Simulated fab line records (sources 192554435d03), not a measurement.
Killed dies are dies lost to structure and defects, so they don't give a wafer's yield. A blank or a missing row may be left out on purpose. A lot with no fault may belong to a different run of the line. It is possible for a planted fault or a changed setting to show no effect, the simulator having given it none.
What tool caused it? | flow n5-finfet | 33 wafers from 11 lots sampled at 2 of the route's 1938 steps

WHAT THE GAUGES READ, wafer by wafer
N5_BEOL_M12_CD_MEAS_17 targets a cd of 140 nm. Usual: cd-nm reads 140.8 nm (standard deviation 1.9).
lot  | measured     | on        | cd-nm (nm)        | flag
L555 | day 10 11:27 | cd-sem-02 | 140.9 138.4 139.9 |
L558 | day 11 00:04 | cd-sem-03 | 140.0 137.8 139.8 |
L562 | day 12 15:10 | cd-sem-01 | 141.7 140.6 142.3 |
L565 | day 13 06:04 | cd-sem-02 | 139.1 137.0 139.8 |
L567 | day 13 13:47 | cd-sem-01 | 139.0 137.2 136.5 |
L569 | day 13 22:47 | cd-sem-03 | 141.3 142.7 141.0 |
L570 | day 14 10:02 | cd-sem-01 | 140.9 140.3 139.5 |
L572 | day 14 23:06 | cd-sem-01 | 138.9 140.3 139.8 |
L571 | day 15 02:15 | cd-sem-01 | 142.7 145.5 140.5 |
L573 | day 15 09:44 | cd-sem-03 | 140.6 140.0 139.8 |
L575 | day 16 06:58 | cd-sem-02 | 140.1 142.1 138.0 |

WHAT TOOL EACH LOT RAN ON (gives the tool, then ch and the chambers of the sampled wafers, and finally the start)
lot  | N5_BEOL_M12_ILD_DEP_00
L555 | pecvd-01 ch 0,1, day 10 10:26
L558 | pecvd-01 ch 0,1,2, day 10 23:03
L562 | pecvd-01 ch 0,2, day 12 14:09
L565 | pecvd-03 ch 0,1, day 13 04:55
L567 | pecvd-01 ch 0,1,2, day 13 12:46
L569 | pecvd-01 ch 0,1, day 13 21:38
L570 | pecvd-01 ch 0,1, day 14 08:41
L572 | pecvd-01 ch 0,1,2, day 14 22:05
L571 | pecvd-01 ch 0,1, day 15 01:06
L573 | pecvd-01 ch 0,2, day 15 08:33
L575 | pecvd-03 ch 0,2, day 16 05:32
- N5_BEOL_M12_ILD_DEP_00: deposits SiOC from DEMS/O2, target thk 658.92 nm, time 130.7 s.

WHAT THE TOOLS THEMSELVES READ (means of the sampled wafers that have a number; where no wafer has one, the mark that the record gives instead)
N5_BEOL_M12_ILD_DEP_00. Usual: heater-power-w 472 W, standard deviation 82; showerhead-plenum-p-Torr 5.684 Torr, standard deviation 0.014; susceptor-temp-C 350.01 C, standard deviation 0.21; throttle-valve-pct 11.7 %, standard deviation 0.52.
lot  | tool     | heater-power-w (W) | showerhead-plenum-p-Torr (Torr) | susceptor-temp-C (C) | throttle-valve-pct (%) | flag
L555 | pecvd-01 | 430                | 5.670                           | 350.15               | 12.1                   |
L558 | pecvd-01 | 425                | 5.689                           | 349.95               | 11.6                   |
L562 | pecvd-01 | 464                | 5.673                           | 349.74               | 11.5                   |
L565 | pecvd-03 | 509                | 5.696                           | 349.95               | 11.9                   |
L567 | pecvd-01 | 444                | 5.682                           | 350.07               | 11.5                   |
L569 | pecvd-01 | 444                | 5.665                           | 349.77               | 12.1                   |
L570 | pecvd-01 | 388                | 5.680                           | 350.07               | 12.1                   |
L572 | pecvd-01 | 446                | 5.693                           | 349.83               | 11.6                   |
L571 | pecvd-01 | 433                | 5.673                           | 350.13               | 12.0                   |
L573 | pecvd-01 | 458                | 5.690                           | 349.94               | 11.2                   |
L575 | pecvd-03 | 568                | 5.684                           | 350.28               | 11.9                   |

THE ANSWER, worked out from the rows above alone
Rule: a lot counts as off when the mean over its wafers that have a number is more than 3 standard deviations away from the usual mean. A lot without any number at a reading at which 4 lots or more have one is off too. All remaining lots with rows at the step are treated as sound. The gauges are gone through in route order, then the tools' own readings, and for those a lot's mean is taken as printed above. The first step at which some lot is off is used, and at that step the reading that is off furthest; a lot without a number counts as furthest.
No lot is off at any reading shown: from this, nothing can be told.

WHAT WAS PUT IN BY THE SIMULATOR
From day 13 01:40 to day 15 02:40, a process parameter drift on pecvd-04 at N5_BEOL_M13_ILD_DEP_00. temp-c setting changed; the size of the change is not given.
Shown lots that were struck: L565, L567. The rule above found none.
